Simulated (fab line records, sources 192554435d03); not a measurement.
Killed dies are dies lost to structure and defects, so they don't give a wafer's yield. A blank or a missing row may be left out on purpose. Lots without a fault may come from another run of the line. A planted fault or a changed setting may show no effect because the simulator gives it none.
fab line records | flow n5_finfet
record lots=7 wafers=39
route steps=1938 shown SPACER0@258 MOL_CONTACT_COAG@584 BEOL_M2@841 BEOL_M7@1263 BEOL_M8@1389 BEOL_M11@1554
start_h: hours from the record's first day to the start of the lot's first wafer shown | wait_h: hours since the lot's step before | " the same as in the row above | L1.1+2: a row that stands for several wafers | - no value, or no start given | * or withheld: withheld | < > ~ a bound
route shown NAME@n: a module of which the file shows steps, and the number in the route of the first | usual: mean/standard deviation of fault-free wafers | same: alike in all rows | chamber/n: place in a boat | sites: the reading at each site | _std_site: their standard deviation | _edge_site: outer sites' mean less inner sites' | radius_mm: how far each site lies from the wafer's centre | mask NAME#n: copy n | behind: the tool/chamber that last shaped the wafer | hold: why the lot was held/for how many hours/how that ended | device: the transistor (n, p or np) that didn't switch | end of line: the same wafers' tests at the end of the route | a step without rows: its recipe alone | killed: dies lost to structure and defects at the first sort, not the wafer's yield | map: a wafer's dies, x killed, . not, _ none there
set.NAME: the setting as run; set.NAME@STEP: as run at that earlier step | model.NAME: the simulator's own value behind a step, which no gauge read
lots whose settings were changed on purpose; a table a step, a row a wafer
## steps
# step N5_SPACER0_ALD_07
# recipe material=SiNx target_thk_a=20 temp_c=400 ald_precursor_family=SiH2I2 ald_co_reactant=N2/H2-plasma pressure_torr=2
# columns lot.wafer tool chamber start_h wait_h set.target_thk_a model.SiNx_of_SPACER0_ALD_07.thk_nm
L077.1+2+6 ald_sin-04 2,0,2 71.75 0.5 20 2
L077.3+4+5 " 3,3,0 " " 31.57 3.2
L079.2+3+6 ald_sin-04 1,0,3 80.17 1.2 20 2
L084.1+2+4 ald_sin-01 3,2,1 107.43 0.0 8.179 0.8
L084.3+5+6 " 0,0,1 " " 20 2
L088.1+2+4 ald_sin-04 1,2,3 134.79 0.3 10.75 1
L088.3+5+6 " 0,0,3 " " 20 2
L090.1+2+3+4+5+6 ald_sin-01 0,2,3,1,3,0 146.74 0.0 20 2
L091.1+2+5 ald_sin-04 1,3,0 149.24 0.0 20 2
L091.3+6 " 2,1 " " 13.07 1.2
L091.4 " 0 " " 13.07 1.4
L096.1+2+3+4+5+6 ald_sin-04 2,1,3,0,2,1 177.84 0.0 20 2
# step N5_MOL_CONTACT_COAG_ETCHBACK_135
# recipe chemistry=CHF3 target=SiO2 target_depth_a=250 time_s=16.7 ion_energy_ev=200 pressure_mtorr=30 source_w=610 bias_w=170 Ar_flow_sccm=200 CHF3_flow_sccm=50
# columns lot.wafer tool chamber start_h wait_h set.time_s model.SOC_of_MOL_CONTACT_COAG_COAT_75.thk_nm
L077.1 rie_diel-02 1 123.34 0.0 19.74 57.2
L077.2 " 2 " " 16.7 57.2
L077.3 " 0 " " 16.7 57.4
L077.4 " 0 " " 16.7 57.6
L077.5 " 1 " " 19.74 57
L077.6 " 2 " " 19.74 56.8
L079.2 rie_diel-05 2 127.62 0.0 16.7 57.2
L079.3+6 " 1,0 " " 16.7 57.4
L084.1+5 rie_diel-06 1 156.31 0.0 16.7 57.2
L084.2 " 0 " " 7.615 58.8
L084.3 " 2 " " 7.615 58.4
L084.4 " 3 " " 16.7 57.4
L084.6 " 0 " " 7.615 58.6
L088.1 rie_diel-05 2 190.90 0.0 20.47 57
L088.2+3+5 " 0,3,0 " " 16.7 57.6
L088.4 " 1 " " 20.47 56.8
L088.6 " 1 " " 20.47 56.6
L090.1+5 rie_diel-06 0 200.11 0.0 16.7 57.2
L090.2+3+4+6 " 1,2,3,1 " " 16.7 57.4
L091.1+6 rie_diel-05 0,1 202.07 0.0 16.7 57.4
L091.2 " 3 " " 12.99 57.6
L091.3 " 2 " " 12.99 58
L091.4 " 1 " " 12.99 57.8
L091.5 " 0 " " 16.7 57.2
L096.1+2+3 rie_diel-05 0,2,1 229.95 0.0 16.7 57.4
L096.4+5+6 " 3,2,1 " " 16.7 57.6
# step N5_MOL_CONTACT_COAG_STRIP_118
# recipe chemistry=CHF3 resist=SiARC rf_frequency_hz=6e+07
# step N5_MOL_CONTACT_COAG_VIA_ETCH_46
# recipe chemistry=C4F6/O2 target_depth_a=460 overetch_a=92 mask_material=SOC target=SiO2 bias_w=455 pressure_mtorr=10 time_s=40 source_w=325 Ar_flow_sccm=300 C4F6_flow_sccm=10 O2_flow_sccm=10 ion_energy_ev=575.3 ends=end_point
# columns lot.wafer tool chamber start_h wait_h set.time_s@MOL_CONTACT_COAG_ETCHBACK_135 model.SOC_of_MOL_CONTACT_COAG_COAT_75.thk_nm
L077.1 rie_diel-02 1 123.37 0.0 19.74 50.8
L077.2+3 " 2,0 " " 16.7 50.8
L077.4 " 0 " " 16.7 51
L077.5 " 1 " " 19.74 50.6
L077.6 " 2 " " 19.74 50.4
L079.2+3+6 rie_diel-05 2,1,0 127.65 0.0 16.7 50.8
L084.1 rie_diel-06 1 156.34 0.0 16.7 50.8
L084.2 " 0 " " 7.615 52.2
L084.3+6 " 2,0 " " 7.615 52
L084.4 " 3 " " 16.7 51
L084.5 " 1 " " 16.7 50.6
L088.1 rie_diel-05 2 190.93 0.0 20.47 50.6
L088.2+5 " 0 " " 16.7 51
L088.3 " 3 " " 16.7 50.8
L088.4 " 1 " " 20.47 50.2
L088.6 " 1 " " 20.47 50
L090.1+2+6 rie_diel-06 0,1,1 200.15 0.0 16.7 50.8
L090.3+4 " 2,3 " " 16.7 51
L090.5 " 0 " " 16.7 50.6
L091.1 rie_diel-05 0 202.11 0.0 16.7 50.8
L091.2 " 3 " " 12.99 50.8
L091.3 " 2 " " 12.99 51.6
L091.4 " 1 " " 12.99 51.2
L091.5+6 " 0,1 " " 16.7 50.6
L096.1+4 rie_diel-05 0,3 229.98 0.0 16.7 50.8
L096.2+3+6 " 2,1,1 " " 16.7 51
L096.5 " 2 " " 16.7 51.2
# step N5_BEOL_M2_ILD_DEP_00
# recipe material=SiOC target_thk_a=790 temp_c=350 precursor=DEMS/O2 pressure_torr=5 rf_w=500 time_s=15.3
# columns lot.wafer tool chamber start_h wait_h set.time_s model.SiOC_of_BEOL_M2_ILD_DEP_00.thk_nm
L077.1+3 pecvd-04 0,2 160.09 0.0 15.3 79
L077.2 " 1 " " 22.31 113.4
L077.4 " 0 " " 22.31 115.6
L077.5 " 2 " " 15.3 81
L077.6 " 1 " " 22.31 115.8
L079.2 pecvd-04 0 162.64 0.0 15.3 78.2
L079.3 " 2 " " 15.3 79
L079.6 " 2 " " 15.3 81
L084.1 pecvd-04 2 197.52 0.0 15.3 77
L084.2+4 " 0,2 " " 15.3 78.4
L084.3 " 0 " " 15.3 79.6
L084.5 " 0 " " 15.3 79.8
L084.6 " 2 " " 15.3 78.6
L091.1 pecvd-04 2 235.86 0.0 15.3 77.4
L091.2 " 0 " " 15.3 78.2
L091.3 " 1 " " 15.3 77.6
L091.4 " 2 " " 10.63 54.2
L091.5 " 1 " " 10.63 55.4
L091.6 " 0 " " 10.63 54.8
L088.1 pecvd-02 0 239.05 0.0 15.3 77.4
L088.2 " 1 " " 15.3 77.2
L088.3 " 2 " " 15.3 80
L088.4 " 1 " " 15.3 78.4
L088.5 " 0 " " 15.3 80.2
L088.6 " 2 " " 15.3 81.4
L090.1 pecvd-01 0 242.59 0.0 15.3 77.6
L090.2 " 1 " " 6.786 35.6
L090.3 " 1 " " 15.3 79
L090.4 " 0 " " 6.786 35.8
L090.5 " 0 " " 15.3 80
L090.6 " 1 " " 6.786 36
L096.1 pecvd-04 0 275.34 0.0 15.3 78.4
L096.2 " 2 " " 21.3 109.4
L096.3 " 1 " " 15.3 79.8
L096.4 " 0 " " 15.3 79.6
L096.5 " 2 " " 21.3 110.4
L096.6 " 1 " " 21.3 111.2
# step N5_BEOL_M2_THK_MEAS_01
# recipe reads=SiOC_of_BEOL_M2_ILD_DEP_00
# usual M2_ILD_THK=79.1/1
# columns lot.wafer tool chamber start_h wait_h set.time_s@BEOL_M2_ILD_DEP_00 M2_ILD_THK[nm]
L077.1 film_metro-01 - 160.16 0.0 15.3 79.1
L077.2 " - " " 22.31 113.4
L077.3 " - " " 15.3 79.0
L077.4 " - " " 22.31 115.5
L077.5 " - " " 15.3 81.0
L077.6 " - " " 22.31 115.7
L079.2 film_metro-02 - 162.71 0.1 15.3 78.2
L079.3 " - " " 15.3 78.8
L079.6 " - " " 15.3 80.9
L084.1 film_metro-02 - 197.60 0.1 15.3 77.0
L084.2 " - " " 15.3 78.3
L084.3 " - " " 15.3 79.6
L084.4 " - " " 15.3 78.3
L084.5 " - " " 15.3 79.7
L084.6 " - " " 15.3 78.7
L091.1 film_metro-02 - 235.93 0.0 15.3 77.5
L091.2 " - " " 15.3 78.2
L091.3 " - " " 15.3 77.6
L091.4 " - " " 10.63 54.2
L091.5 " - " " 10.63 55.4
L091.6 " - " " 10.63 54.9
L088.1 film_metro-02 - 239.12 0.0 15.3 77.4
L088.2 " - " " 15.3 77.2
L088.3 " - " " 15.3 79.9
L088.4 " - " " 15.3 78.4
L088.5 " - " " 15.3 80.2
L088.6 " - " " 15.3 81.5
L090.1 film_metro-02 - 242.68 0.1 15.3 77.6
L090.2 " - " " 6.786 35.6
L090.3 " - " " 15.3 79.0
L090.4 " - " " 6.786 35.8
L090.5 " - " " 15.3 80.1
L090.6 " - " " 6.786 36.0
L096.1 film_metro-02 - 275.41 0.0 15.3 78.4
L096.2 " - " " 21.3 109.4
L096.3 " - " " 15.3 79.8
L096.4 " - " " 15.3 79.6
L096.5 " - " " 21.3 110.4
L096.6 " - " " 21.3 111.3
# step N5_BEOL_M7_ILD_DEP_00
# recipe material=SiCOH_lowk target_thk_a=1797.5 temp_c=300 precursor=DEMS/porogen pressure_torr=5 rf_w=500 time_s=33.4
# columns lot.wafer tool chamber start_h wait_h set.time_s model.SiCOH_lowk_of_BEOL_M7_ILD_DEP_00.thk_nm
L077.1 pecvd-02 2 236.79 0.0 33.4 176
L077.2 " 1 " " 19.64 105.8
L077.3 " 0 " " 19.64 104.6
L077.4 " 2 " " 33.4 178.8
L077.5 " 1 " " 33.4 181.4
L077.6 " 0 " " 19.64 106.8
L079.2 pecvd-02 0 260.13 0.0 33.4 176.6
L079.3 " 2 " " 33.4 175.6
L079.6 " 2 " " 33.4 177.4
L084.1 pecvd-02 2 272.89 0.0 33.4 176.4
L084.2 " 1 " " 18.95 100
L084.3 " 0 " " 33.4 179.4
L084.4 " 2 " " 18.95 101.8
L084.5 " 0 " " 18.95 104.4
L084.6 " 1 " " 33.4 180.2
L091.1 pecvd-02 2 312.41 0.0 22.04 117.2
L091.2+3 " 0,1 " " 33.4 178.4
L091.4+5 " 0,1 " " 22.04 120.6
L091.6 " 2 " " 33.4 179.2
L088.1 pecvd-02 2 313.16 0.0 25.03 132.4
L088.2 " 1 " " 25.03 134.2
L088.3 " 0 " " 33.4 179.2
L088.4 " 0 " " 25.03 138.6
L088.5 " 1 " " 33.4 180.6
L088.6 " 2 " " 33.4 178.2
L090.1 pecvd-03 0 328.30 0.0 33.4 180.2
L090.2 " 2 " " 33.4 175.2
L090.3 " 1 " " 33.4 178
L090.4 " 0 " " 52.86 282
L090.5 " 2 " " 52.86 281.8
L090.6 " 1 " " 52.86 284
L096.1 pecvd-04 0 369.39 0.0 33.4 180.2
L096.2 " 1 " " 33.4 175.6
L096.3 " 2 " " 47.37 251.8
L096.4 " 0 " " 47.37 255
L096.5 " 1 " " 33.4 181
L096.6 " 2 " " 47.37 258.8
# step N5_BEOL_M7_CURE_74
# recipe temp_c=385 time_s=240 ambient=He/Ar material=SiCOH_lowk
# columns lot.wafer tool chamber start_h wait_h set.time_s@BEOL_M7_ILD_DEP_00 model.SiCOH_lowk_of_BEOL_M7_ILD_DEP_00.thk_nm
L077.1 uv_cure-01 2 236.86 0.0 33.4 151.8
L077.2 " 2 " " 19.64 90.8
L077.3 " 2 " " 19.64 89.8
L077.4 " 2 " " 33.4 154.2
L077.5 " 2 " " 33.4 156.4
L077.6 " 2 " " 19.64 91.6
L079.2 uv_cure-01 1 260.36 0.2 33.4 152.2
L079.3 " 1 " " 33.4 151.4
L079.6 " 1 " " 33.4 153
L084.1 uv_cure-02 0 272.95 0.0 33.4 152.2
L084.2 " 0 " " 18.95 85.8
L084.3 " 0 " " 33.4 154.6
L084.4 " 0 " " 18.95 87.4
L084.5 " 0 " " 18.95 89.6
L084.6 " 0 " " 33.4 155.4
L091.1 uv_cure-02 1 312.47 0.0 22.04 100.8
L091.2+3 " 1 " " 33.4 153.8
L091.4+5 " 1 " " 22.04 103.6
L091.6 " 1 " " 33.4 154.6
L088.1 uv_cure-01 0 313.22 0.0 25.03 113.8
L088.2 " 0 " " 25.03 115.4
L088.3 " 0 " " 33.4 154.4
L088.4 " 0 " " 25.03 119.2
L088.5 " 0 " " 33.4 155.8
L088.6 " 0 " " 33.4 153.6
L090.1 uv_cure-03 2 328.36 0.0 33.4 155.4
L090.2 " 2 " " 33.4 151.2
L090.3 " 2 " " 33.4 153.4
L090.4 " 2 " " 52.86 244.6
L090.5 " 2 " " 52.86 244.4
L090.6 " 2 " " 52.86 246.4
L096.1 uv_cure-03 0 369.60 0.2 33.4 155.4
L096.2 " 0 " " 33.4 151.4
L096.3 " 0 " " 47.37 218
L096.4 " 0 " " 47.37 221
L096.5 " 0 " " 33.4 156.2
L096.6 " 0 " " 47.37 224.2
# step N5_BEOL_M7_THK_MEAS_01
# recipe reads=SiCOH_lowk_of_BEOL_M7_ILD_DEP_00
# usual M7_ILD_THK=154.7/2
# columns lot.wafer tool chamber start_h wait_h set.time_s@BEOL_M7_ILD_DEP_00 M7_ILD_THK[nm]
L077.1 film_metro-02 - 237.37 0.4 33.4 151.7
L077.2 " - " " 19.64 90.9
L077.3 " - " " 19.64 90.0
L077.4 " - " " 33.4 154.1
L077.5 " - " " 33.4 156.5
L077.6 " - " " 19.64 91.7
L079.2 film_metro-01 - 261.19 0.7 33.4 152.2
L079.3 " - " " 33.4 151.3
L079.6 " - " " 33.4 152.9
L084.1 film_metro-02 - 273.47 0.4 33.4 152.2
L084.2 " - " " 18.95 85.8
L084.3 " - " " 33.4 154.4
L084.4 " - " " 18.95 87.4
L084.5 " - " " 18.95 89.6
L084.6 " - " " 33.4 155.5
L091.1 film_metro-01 - 312.98 0.4 22.04 100.7
L091.2 " - " " 33.4 153.9
L091.3 " - " " 33.4 153.7
L091.4 " - " " 22.04 103.5
L091.5 " - " " 22.04 103.6
L091.6 " - " " 33.4 154.5
L088.1 film_metro-02 - 313.74 0.4 25.03 113.8
L088.2 " - " " 25.03 115.4
L088.3 " - " " 33.4 154.5
L088.4 " - " " 25.03 119.2
L088.5 " - " " 33.4 155.7
L088.6 " - " " 33.4 153.6
L090.1 film_metro-01 - 328.87 0.4 33.4 155.4
L090.2 " - " " 33.4 151.1
L090.3 " - " " 33.4 153.4
L090.4 " - " " 52.86 244.9
L090.5 " - " " 52.86 244.5
L090.6 " - " " 52.86 246.6
L096.1 film_metro-01 - 370.11 0.4 33.4 155.4
L096.2 " - " " 33.4 151.2
L096.3 " - " " 47.37 218.2
L096.4 " - " " 47.37 221.1
L096.5 " - " " 33.4 156.2
L096.6 " - " " 47.37 224.3
# step N5_BEOL_M8_ALD_77
# recipe material=TaN target_thk_a=20 temp_c=275 ald_precursor_family=PDMAT ald_co_reactant=NH3 pressure_torr=3 carrier_flow_sccm=1500 pulse_time_s=2 purge_time_s=3 co_reactant_purge_time_s=2 co_reactant_pulse_time_s=3 ald_cycles=40 precursor_vessel_temp_c=75 precursor_vessel_pressure_torr=26.25 precursor_vessel_carrier_sccm=1000
# columns lot.wafer tool chamber start_h wait_h set.ald_cycles model.TaN_of_BEOL_M8_ALD_77.thk_nm
L077.1 ald_metal-04 2 252.74 0.0 18 0.8
L077.2+3+5 " 0,3,2 " " 40 2
L077.4+6 " 1,3 " " 18 1
L079.2+3+6 ald_metal-03 0,2,0 277.10 0.0 40 2
L084.1+3+5 ald_metal-03 2,3,0 293.30 0.0 17 0.8
L084.2+4+6 " 0,1,1 " " 40 2
L091.1+3+4 ald_metal-01 1,3,0 325.52 0.1 40 2
L091.2+5+6 " 2,2,3 " " 55 2.8
L088.1+2+5 ald_metal-04 2,3,0 328.35 0.0 48 2.4
L088.3+4+6 " 0,1,3 " " 40 2
L090.1+2+3+4+5+6 ald_metal-03 1,3,0,2,0,3 342.59 0.0 40 2
L096.1+2+6 ald_metal-01 3,1,2 391.52 0.0 40 2
L096.3+4+5 " 2,3,1 " " 57 2.8
# step N5_BEOL_M11_ETCH_62
# recipe chemistry=N2/H2 target=SOC target_depth_a=1100 overetch_a=220 mask_material=SiARC temp_c=40 time_s=165 ion_energy_ev=200 pressure_mtorr=30 source_w=840 bias_w=150 n2_flow_sccm=200 h2_flow_sccm=200
# columns lot.wafer tool chamber start_h wait_h set.time_s model.etch.depth_nm model.SiARC_of_BEOL_M11_COAT_60.thk_nm
L077.1 rie_diel-03 2 272.40 0.0 165 100.1 24
L077.2 " 1 " " 165 100.4 23.8
L077.3 " 0 " " 165 99.97 23.8
L077.4 " 3 " " 165 99.95 23.4
L077.5+6 " 1,0 " " 165 100.2 23.8
L079.2+6 rie_diel-03 2 296.18 0.0 165 100.1 24
L079.3 " 3 " " 165 99.79 23.2
L084.1 rie_diel-03 2 314.11 0.0 165 99.62 23.8
L084.2 " 3 " " 165 99.88 23.2
L084.3 " 1 " " 114.4 87.4 25.6
L084.4 " 0 " " 165 100.5 23.6
L084.5 " 1 " " 114.4 87.84 25.6
L084.6 " 0 " " 114.4 91.79 25.6
L091.1 rie_diel-04 1 346.61 0.0 165 99.89 23.6
L091.2+4 " 3,2 " " 165 100.2 23.4
L091.3 " 0 " " 194.7 99.91 22.2
L091.5 " 0 " " 194.7 99.71 22.2
L091.6 " 3 " " 194.7 99.94 22.2
L088.1 rie_diel-04 0 346.89 0.0 229.1 100.2 20.8
L088.2 " 3 " " 165 100 23.6
L088.3 " 2 " " 229.1 100 21
L088.4 " 1 " " 165 100.2 23.8
L088.5 " 0 " " 165 100.2 23.2
L088.6 " 3 " " 229.1 100.2 21
L090.1 rie_diel-01 2 361.24 0.0 165 100.5 23.8
L090.2 " 0 " " 96.14 76.61 26.2
L090.3 " 3 " " 165 100.5 23.2
L090.4 " 1 " " 165 100.7 23.6
L090.5 " 1 " " 96.14 76.2 26.4
L090.6 " 0 " " 96.14 76.38 26.2
L096.1 rie_diel-03 0 411.94 0.0 165 99.52 23.6
L096.2 " 2 " " 165 99.47 24
L096.3 " 3 " " 196.9 99.71 22
L096.4 " 1 " " 165 99.93 23.4
L096.5 " 3 " " 196.9 99.7 21.8
L096.6 " 2 " " 196.9 100.1 22.6
# step N5_BEOL_M11_STRIP_68
# recipe chemistry=N2/H2 temp_c=40 n2_flow_sccm=200 h2_flow_sccm=200 rf_frequency_hz=6e+07
# step N5_BEOL_M11_STRIP_67
# recipe chemistry=CF4 resist=SiARC power_w=300 bias_power_w=75 pressure_mtorr=50 cf4_flow_sccm=150 rf_frequency_hz=6e+07
# step N5_BEOL_M11_ETCH_41
# recipe chemistry=CH3F/O2 target=SiCN target_depth_a=426 taper_deg=2 time_s=86 ion_energy_ev=120 mask_material=TiN pressure_mtorr=30 source_w=395 bias_w=75 Ar_flow_sccm=150 CH3F_flow_sccm=30 O2_flow_sccm=20
# step N5_BEOL_M11_STRIP_77
# recipe chemistry=N2/H2 time_s=10 power_w=450 temp_c=40 pressure_mtorr=20 rf_frequency_hz=6e+07 bias_power_w=7 n2_flow_sccm=200 h2_flow_sccm=200
# step N5_BEOL_M11_OCD_MEAS_38
# usual trench_depth_nm=148/3.2
# columns lot.wafer tool chamber start_h wait_h set.time_s@BEOL_M11_ETCH_62 trench_depth_nm
L077.1 ocd-01 - 276.27 - 165 145
L077.2 " - " " 165 142
L077.3 " - " " 165 148
L077.4 " - " " 165 152
L077.5 " - " " 165 142
L077.6 " - " " 165 152
L079.2 ocd-01 - 299.39 - 165 144
L079.3 " - " " 165 147
L079.6 " - " " 165 147
L084.1 ocd-01 - 316.59 - 165 144
L084.2 " - " " 165 146
L084.3 " - " " 114.4 -
L084.4 " - " " 165 153
L084.5 " - " " 114.4 -
L084.6 " - " " 114.4 1
L091.1 ocd-02 - 348.77 - 165 145
L091.2 " - " " 165 149
L091.3 " - " " 194.7 151
L091.4 " - " " 165 152
L091.5 " - " " 194.7 144
L091.6 " - " " 194.7 153
L088.1 ocd-02 - 349.37 - 229.1 145
L088.2 " - " " 165 148
L088.3 " - " " 229.1 153
L088.4 " - " " 165 148
L088.5 " - " " 165 149
L088.6 " - " " 229.1 150
L090.1 ocd-02 - 365.58 - 165 153
L090.2 " - " " 96.14 -
L090.3 " - " " 165 143
L090.4 " - " " 165 147
L090.5 " - " " 96.14 -
L090.6 " - " " 96.14 -
L096.1 ocd-01 - 413.22 - 165 152
L096.2 " - " " 165 148
L096.3 " - " " 196.9 146
L096.4 " - " " 165 150
L096.5 " - " " 196.9 147
L096.6 " - " " 196.9 152
## key
split step=N5_SPACER0_ALD_07 setting=target_thk_a stated=20 by=wafer
response step=N5_SPACER0_ALD_07 reading=model.SiNx_of_SPACER0_ALD_07.thk_nm change=+0.0208 per=1% r=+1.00
split step=N5_MOL_CONTACT_COAG_ETCHBACK_135 setting=time_s stated=16.7 by=wafer
response step=N5_MOL_CONTACT_COAG_ETCHBACK_135 reading=model.SOC_of_MOL_CONTACT_COAG_COAT_75.thk_nm change=-0.0252 per=1% r=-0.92
response step=N5_MOL_CONTACT_COAG_VIA_ETCH_46 reading=model.SOC_of_MOL_CONTACT_COAG_COAT_75.thk_nm change=-0.0234 per=1% r=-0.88
split step=N5_BEOL_M2_ILD_DEP_00 setting=time_s stated=15.3 by=wafer
response step=N5_BEOL_M2_ILD_DEP_00 reading=model.SiOC_of_BEOL_M2_ILD_DEP_00.thk_nm change=+0.774 per=1% r=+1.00
response step=N5_BEOL_M2_THK_MEAS_01 reading=M2_ILD_THK change=+0.773 per=1% r=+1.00
split step=N5_BEOL_M7_ILD_DEP_00 setting=time_s stated=33.4 by=wafer
response step=N5_BEOL_M7_ILD_DEP_00 reading=model.SiCOH_lowk_of_BEOL_M7_ILD_DEP_00.thk_nm change=+1.79 per=1% r=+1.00
response step=N5_BEOL_M7_CURE_74 reading=model.SiCOH_lowk_of_BEOL_M7_ILD_DEP_00.thk_nm change=+1.56 per=1% r=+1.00
response step=N5_BEOL_M7_THK_MEAS_01 reading=M7_ILD_THK change=+1.56 per=1% r=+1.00
split step=N5_BEOL_M8_ALD_77 setting=ald_cycles stated=40 by=wafer
response step=N5_BEOL_M8_ALD_77 reading=model.TaN_of_BEOL_M8_ALD_77.thk_nm change=+0.0201 per=1% r=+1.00
split step=N5_BEOL_M11_ETCH_62 setting=time_s stated=165 by=wafer
response step=N5_BEOL_M11_ETCH_62 reading=model.etch.depth_nm shape=bent at_lowest=76.4 at_stated=100.1 at_highest=100.2
response step=N5_BEOL_M11_ETCH_62 reading=model.SiARC_of_BEOL_M11_COAT_60.thk_nm change=-0.0677 per=1% r=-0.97
response step=N5_BEOL_M11_OCD_MEAS_38 reading=trench_depth_nm shape=bent at_lowest=1 at_stated=148 at_highest=149
